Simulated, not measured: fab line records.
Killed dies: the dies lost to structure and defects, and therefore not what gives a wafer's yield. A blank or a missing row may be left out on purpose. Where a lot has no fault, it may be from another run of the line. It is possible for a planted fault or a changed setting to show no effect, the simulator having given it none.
What tool caused it? ; flow n5-finfet ; 9 lots, 27 wafers sampled, at 5 steps of a route of 1938

## WHAT EACH GAUGE READ, for each wafer
N5_BEOL_M4_RC_MEAS_101. Usual: DIBL_N 36.1 mV/V, standard deviation 1.4; DIBL_P 36.3 mV/V, standard deviation 1.4; IOFF_N 0.154 nA/um, standard deviation 0.021; IOFF_P 0.21 nA/um, standard deviation 0.032; ION_N 670 uA/um, standard deviation 8.1; ION_P 461 uA/um, standard deviation 7; SS_N 71.4 mV/dec, standard deviation 0.49; SS_P 73.3 mV/dec, standard deviation 0.5; VT_N 250.4 mV, standard deviation 2.6; VT_P -250 mV, standard deviation 3.7.
lot;measured;on;DIBL_N (mV/V);DIBL_P (mV/V);IOFF_N (nA/um);IOFF_P (nA/um);ION_N (uA/um);ION_P (uA/um);SS_N (mV/dec);SS_P (mV/dec);VT_N (mV);VT_P (mV);flag
L965;day 8 16:52;prober-02;35.2 36.5 34.0;35.6 37.4 34.8;0.146 0.168 0.126;0.18 0.20 0.17;664 671 669;451 454 453;72.2 72.1 71.1;73.3 74.0 73.0;253.0 251.3 252.2;-256 -255 -253;
L966;day 9 09:17;prober-02;38.2 37.8 36.8;36.8 37.5 36.2;0.170 0.172 0.154;0.20 0.20 0.18;676 682 681;451 458 465;71.7 71.7 70.8;73.0 73.5 73.3;246.3 248.8 248.1;-252 -254 -254;
L970;day 10 23:01;prober-02;35.3 34.5 35.5;36.6 35.5 35.6;0.152 0.133 0.142;0.21 0.19 0.20;668 664 662;458 456 455;71.9 71.6 71.7;73.1 72.4 72.9;249.3 250.4 252.5;-251 -252 -251;
L975;day 11 15:20;prober-01;37.1 38.1 36.8;35.0 36.5 35.5;0.145 0.171 0.142;0.19 0.22 0.19;661 664 663;449 459 458;70.9 71.4 71.2;72.9 73.3 72.8;252.3 250.1 250.8;-252 -250 -254;
L982;day 12 17:49;prober-01;34.4 34.2 36.5;35.4 34.4 35.7;0.139 0.137 0.171;0.20 0.19 0.20;681 682 669;471 461 459;71.0 70.4 70.6;73.0 73.2 73.6;249.3 250.0 246.5;-250 -250 -249;
L983;day 13 17:42;prober-01;34.7 34.2 35.3;34.4 34.5 34.9;0.133 0.122 0.134;0.17 0.17 0.18;656 664 669;453 452 459;71.4 71.5 71.7;72.7 72.2 73.5;252.5 252.3 253.1;-254 -253 -252;
L985;day 14 16:38;prober-02;37.8 37.4 38.6;38.2 37.7 39.7;0.167 0.154 0.186;0.22 0.21 0.24;665 661 679;453 459 463;71.4 71.3 71.7;73.6 73.1 73.4;249.4 250.7 250.4;-250 -251 -251;
L986;day 14 00:37;prober-02;35.7 35.4 35.3;36.6 36.2 36.6;0.149 0.144 0.150;0.21 0.20 0.21;667 667 671;460 463 465;71.2 71.3 71.4;72.6 72.9 73.3;250.2 253.2 250.8;-249 -251 -248;
L987;day 15 03:52;prober-01;38.4 36.3 37.2;39.0 36.1 37.6;0.203 0.148 0.176;0.27 0.21 0.25;669 668 677;463 465 469;72.2 71.8 71.7;74.1 73.2 73.3;247.8 252.4 249.6;-246 -250 -245;

## EACH LOT AND THE TOOL THAT RAN IT (in order: tool; ch and the chambers of the sampled wafers; start)
lot;N5_SD_EPI_N_ETCH_16;N5_SD_EPI_N_SD_RECESS_17;N5_SD_EPI_P_ETCHBACK_46;N5_SD_EPI_P_ETCH_16
L965;rie-diel-01 ch 2,3, day 3 04:55;rie-si-03 ch 1,2,3, day 3 05:02;rie-diel-04 ch 1,2, day 3 10:20;rie-diel-04 ch 1,2, day 3 10:32
L966;rie-diel-01 ch 0,1,3, day 3 13:34;rie-si-05 ch 0,1,3, day 3 13:39;rie-diel-04 ch 1,2,3, day 3 20:39;rie-diel-04 ch 1,2,3, day 3 20:51
L970;rie-diel-01 ch 2,3, day 4 09:48;rie-si-06 ch 1,2,3, day 4 09:52;rie-diel-06 ch 1,2,3, day 4 14:08;rie-diel-06 ch 1,2,3, day 4 14:20
L975;rie-diel-03 ch 0,2,3, day 5 21:33;rie-si-06 ch 0,1, day 5 21:37;rie-diel-06 ch 1,2, day 6 01:39;rie-diel-06 ch 1,2, day 6 01:51
L982;rie-diel-02 ch 1,2,3, day 7 08:24;rie-si-03 ch 2,3, day 7 08:28;rie-diel-04 ch 0,1,2, day 7 12:37;rie-diel-04 ch 0,1,2, day 7 12:49
L983;rie-diel-01 ch 2,3, day 7 15:47;rie-si-03 ch 2,3, day 7 15:52;rie-diel-05 ch 0,1,2, day 7 19:57;rie-diel-05 ch 0,1,2, day 7 20:09
L985;rie-diel-03 ch 0,2,3, day 8 03:08;rie-si-03 ch 0,2, day 8 03:13;rie-diel-04 ch 0,1, day 8 08:07;rie-diel-04 ch 0,1, day 8 08:19
L986;rie-diel-03 ch 0,1,2, day 8 08:44;rie-si-05 ch 0,1,2, day 8 08:49;rie-diel-06 ch 0,3, day 8 13:53;rie-diel-06 ch 0,3, day 8 14:05
L987;rie-diel-02 ch 0,2,3, day 8 17:40;rie-si-05 ch 0,2, day 8 17:44;rie-diel-06 ch 0,1,3, day 8 22:38;rie-diel-06 ch 0,1,3, day 8 22:50
- N5_SD_EPI_N_ETCH_16: etches SiO2 in CHF3/O2, target depth 5 nm.
- N5_SD_EPI_N_SD_RECESS_17: chemistry HBr/Cl2/O2, target depth 41 nm, time 23.7 s, bt time 3 s.
- N5_SD_EPI_P_ETCHBACK_46: etches SiNx in CH3F/O2, stops on SiO2, target depth 17.5 nm.
- N5_SD_EPI_P_ETCH_16: etches SiO2 in CHF3/O2, target depth 5 nm.

## AS READ BY THE TOOLS THEMSELVES (means over the sampled wafers that have a number; for cases with no such wafer, the mark the record gives instead)
N5_SD_EPI_N_ETCH_16. Usual: drypump-motor-current-A 5.8 A, standard deviation 0.47; oes-product-au 0.75 a.u., standard deviation 0.093; rf-vpp-V 523 V, standard deviation 7; showerhead-plenum-p-Torr 2.44 Torr, standard deviation 0.085; throttle-valve-pct 18.91 %, standard deviation 0.16.
lot;tool;drypump-motor-current-A (A);oes-product-au (a.u.);rf-vpp-V (V);showerhead-plenum-p-Torr (Torr);throttle-valve-pct (%);flag
L965;rie-diel-01;5.4;0.75;531;2.47;18.96;
L966;rie-diel-01;5.8;0.73;525;2.40;18.82;
L970;rie-diel-01;5.7;0.78;533;2.46;18.88;
L975;rie-diel-03;5.9;0.76;521;2.51;18.95;
L982;rie-diel-02;6.4;0.76;526;2.44;18.98;
L983;rie-diel-01;5.4;0.72;530;2.46;19.03;
L985;rie-diel-03;5.9;0.84;520;2.50;18.86;
L986;rie-diel-03;6.0;0.83;515;2.43;18.85;
L987;rie-diel-02;6.1;0.84;524;2.46;18.96;

N5_SD_EPI_N_SD_RECESS_17. Usual: drypump-motor-current-A 5.6 A, standard deviation 0.31; oes-product-au 1.003 a.u., standard deviation 0.022; throttle-valve-pct 37.09 %, standard deviation 0.26.
lot;tool;drypump-motor-current-A (A);oes-product-au (a.u.);throttle-valve-pct (%);flag
L965;rie-si-03;5.7;0.982;37.12;
L966;rie-si-05;5.4;1.009;37.14;
L970;rie-si-06;5.7;1.003;37.10;
L975;rie-si-06;5.8;0.996;37.01;
L982;rie-si-03;5.6;0.973;37.25;
L983;rie-si-03;5.6;0.975;37.27;
L985;rie-si-03;5.3;1.000;36.97;
L986;rie-si-05;5.4;1.012;37.26;
L987;rie-si-05;5.2;1.006;37.18;

N5_SD_EPI_P_ETCHBACK_46. Usual: drypump-motor-current-A 6.0 A, standard deviation 0.38; oes-product-au 0.66 a.u., standard deviation 0.051; rf-vpp-V 298 V, standard deviation 3.5; showerhead-plenum-p-Torr 1.98 Torr, standard deviation 0.07; throttle-valve-pct 16.40 %, standard deviation 0.19.
lot;tool;drypump-motor-current-A (A);oes-product-au (a.u.);rf-vpp-V (V);showerhead-plenum-p-Torr (Torr);throttle-valve-pct (%);flag
L965;rie-diel-04;5.6;0.67;294;1.96;16.21;
L966;rie-diel-04;6.0;0.66;296;1.92;16.32;
L970;rie-diel-06;6.2;0.64;299;2.04;16.67;
L975;rie-diel-06;6.2;0.68;301;2.06;16.55;
L982;rie-diel-04;5.8;0.61;297;1.94;16.23;
L983;rie-diel-05;5.5;0.65;299;2.05;16.42;
L985;rie-diel-04;5.7;0.65;296;1.92;16.16;
L986;rie-diel-06;6.2;0.66;302;2.00;16.54;
L987;rie-diel-06;6.2;0.69;300;2.02;16.52;

N5_SD_EPI_P_ETCH_16. Usual: drypump-motor-current-A 6.0 A, standard deviation 0.38; oes-product-au 0.77 a.u., standard deviation 0.066; rf-vpp-V 525 V, standard deviation 6.7; showerhead-plenum-p-Torr 2.39 Torr, standard deviation 0.082; throttle-valve-pct 18.95 %, standard deviation 0.2.
lot;tool;drypump-motor-current-A (A);oes-product-au (a.u.);rf-vpp-V (V);showerhead-plenum-p-Torr (Torr);throttle-valve-pct (%);flag
L965;rie-diel-04;5.6;0.79;519;2.36;18.75;
L966;rie-diel-04;6.0;0.78;521;2.32;18.85;
L970;rie-diel-06;6.2;0.74;529;2.46;19.21;
L975;rie-diel-06;6.2;0.78;530;2.48;19.12;
L982;rie-diel-04;5.8;0.75;523;2.34;18.77;
L983;rie-diel-05;5.5;0.76;528;2.46;18.96;
L985;rie-diel-04;5.7;0.76;522;2.32;18.69;
L986;rie-diel-06;6.2;0.77;534;2.42;19.10;
L987;rie-diel-06;6.2;0.82;529;2.43;19.09;

## THE ANSWER, worked out from the rows above alone
Rule: take the mean of a lot's wafers that have a number; if it is more than 3 standard deviations from the usual mean, the lot is off. A lot without any number at a reading at which 4 lots or more have one is off too. Where the step has rows for the other lots, those lots are counted as sound. The gauges are gone through in route order, then the tools' own readings, and for those a lot's mean is taken as printed above. The first step at which some lot is off is used, and at that step the reading that is off furthest; a lot without a number counts as furthest.
Nothing can be told from this: no lot is off at any reading shown.

## WHAT THE SIMULATOR PUT IN
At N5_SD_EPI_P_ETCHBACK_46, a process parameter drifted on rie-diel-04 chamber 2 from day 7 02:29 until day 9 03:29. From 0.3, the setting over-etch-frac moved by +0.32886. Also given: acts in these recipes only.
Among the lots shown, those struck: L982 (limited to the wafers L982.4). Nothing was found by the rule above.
